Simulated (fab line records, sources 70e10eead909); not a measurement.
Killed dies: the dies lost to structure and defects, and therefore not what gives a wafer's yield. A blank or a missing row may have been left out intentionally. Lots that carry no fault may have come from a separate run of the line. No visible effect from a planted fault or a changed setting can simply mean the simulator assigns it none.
8D (eight disciplines) problem report, filled in by code | flow nand-harc | the parts of the form that need people (team, actions taken, sign-off) are left out

## 1. WHAT IS WRONG
At NHARC_END_SORT_01, killed-at-array averages 674 over 4 wafers from 3 lots, while fault-free wafers read 29, standard deviation 10. That puts it +64 standard deviations away from the usual mean.
Seen first at day 21 10:09 on prober-01, wafer L659.1. At this step, 8 wafers from 3 lots have a number in the record. The rule behind "out" and "out of limits": a value lying over 4 standard deviations away from the usual mean. All remaining wafers that have a number are taken as sound.

## 2. WHAT THIS IS AND IS NOT
question                    | is                             | is not
which readings at this step | killed-at-array, killed-dies   | killed-at-periphery, killed-open, killed-short
which lots                  | L659, L662, L666               | -
which wafers of those lots  | L659.1, L662.1, L662.3, L666.1 | L659.5, L659.6, L662.6, L666.5
read on which gauges        | prober-01                      | -
when                        | from day 21 10:09              | up to then (0 sound wafers); but 4 sound wafers of L659, L662, L666 came after

## 3. WHAT RULES OUT EACH SUSPECT
Counting: a tool at a process step up to the reading stays a suspect if it ran every lot that is out. Sound lots after the first of them don't rule it out here, since some wafers of a struck lot are sound.
- the gauge at NHARC_END_SORT_01: kept. All the wafers that are out were read on prober-01, and no step on other tools shows them out.
- cvd-w-02 at NHARC_A_WL_FILL_CVD_03 (deposits W, target thk 40 nm, time 3302 s): kept. It ran every lot that is out, first L659 (day 16 04:02).
What counting leaves: cvd-w-02 at NHARC_A_WL_FILL_CVD_03 and prober-01 at NHARC_END_SORT_01.

## 4. THE CAUSE (what the simulator had put in)
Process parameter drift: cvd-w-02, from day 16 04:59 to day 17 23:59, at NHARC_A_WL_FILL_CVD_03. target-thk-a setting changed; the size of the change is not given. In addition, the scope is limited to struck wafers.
Counting left 2 suspects, and this tool is among them.

## 5. THE CHAIN OF EFFECTS, in route order
Each row: a reading whose mean over the struck wafers that have a number lies more than 3 standard deviations from the usual. Only readings whose record carries a usual standard deviation are examined. hours: median over the lots of the time between each lot's start at the first step of this table that gives one and its start at this step. sigmas: the change, counted in usual standard deviations.
hours | step              | reading         | usual | on struck wafers | change | sigmas
0     | NHARC_END_SORT_01 | killed-at-array | 29    | 674              | +645   | +64
0     | NHARC_END_SORT_01 | killed-dies     | 33    | 677              | +644   | +59

## 6. HOW IT WOULD HAVE BEEN CAUGHT EARLIER
Counted from the fault's start at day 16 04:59, it took 125 hours until the first out-of-limits reading at a measuring or inspecting step in this record, taken at day 21 10:09.
Tool readings at NHARC_A_WL_FILL_CVD_03 with a usual standard deviation given in the record: none out on any struck wafer, hence no alarm at a limit of 4 standard deviations on them.
The start of NHARC_A_WL_FILL_CVD_03 on cvd-w-02 came by day 21 10:09 for every one of the lots that are out (3). Had the tool been put on hold then, not one of them would have been saved.
